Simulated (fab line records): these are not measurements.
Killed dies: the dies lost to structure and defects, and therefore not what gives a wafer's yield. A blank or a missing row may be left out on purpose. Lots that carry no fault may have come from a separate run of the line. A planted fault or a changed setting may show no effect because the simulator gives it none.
Matching of chambers	flow n5 finfet	4 sister chambers for N5_BEOL_M13_DESCUM_15 on rie diel-05
The step chemistry O2, time 7.9 s. 4 wafers are shown with their chamber, then 8 later ones without.

WAFERS PAIRED WITH THEIR CHAMBERS
wafer	chamber	showerhead plenum p Torr (Torr)
L079.1	2	2.00
L087.1	3	1.98
L087.2	0	2.14
L090.1	1	2.08

WAFERS WITHOUT THEIR CHAMBER
wafer	showerhead plenum p Torr (Torr)
L090.5	2.09
L090.6	2.14
L092.2	1.99
L092.4	2.08
L092.5	1.98
L094.4	2.08
L094.5	2.13
L094.6	1.98

EACH ONE'S CHAMBER
wafer	from the rows above	in truth
L090.5	1	1
L090.6	0	0
L092.2	can't be placed: 2 or 3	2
L092.4	1	1
L092.5	3	3
L094.4	1	1
L094.5	0	0
L094.6	3	3
Correctly placed: 7 of 8. Can't be placed from these rows: 1 (the true chamber is among the candidates in 1). Placed wrongly: 0.
How it was worked out, from the rows above alone: a wafer's distance from a chamber is the root of the sum, over the readings, of the square of ((its reading less the chamber's mean) divided by the reading's scatter). The wafer belongs to the nearest chamber; if the next one is less than 2 further off, it can't be placed. A chamber's mean is the mean of its shown wafers. The scatter: root of mean squared gap, hidden wafer to nearest shown wafer, with one shown wafer a chamber.
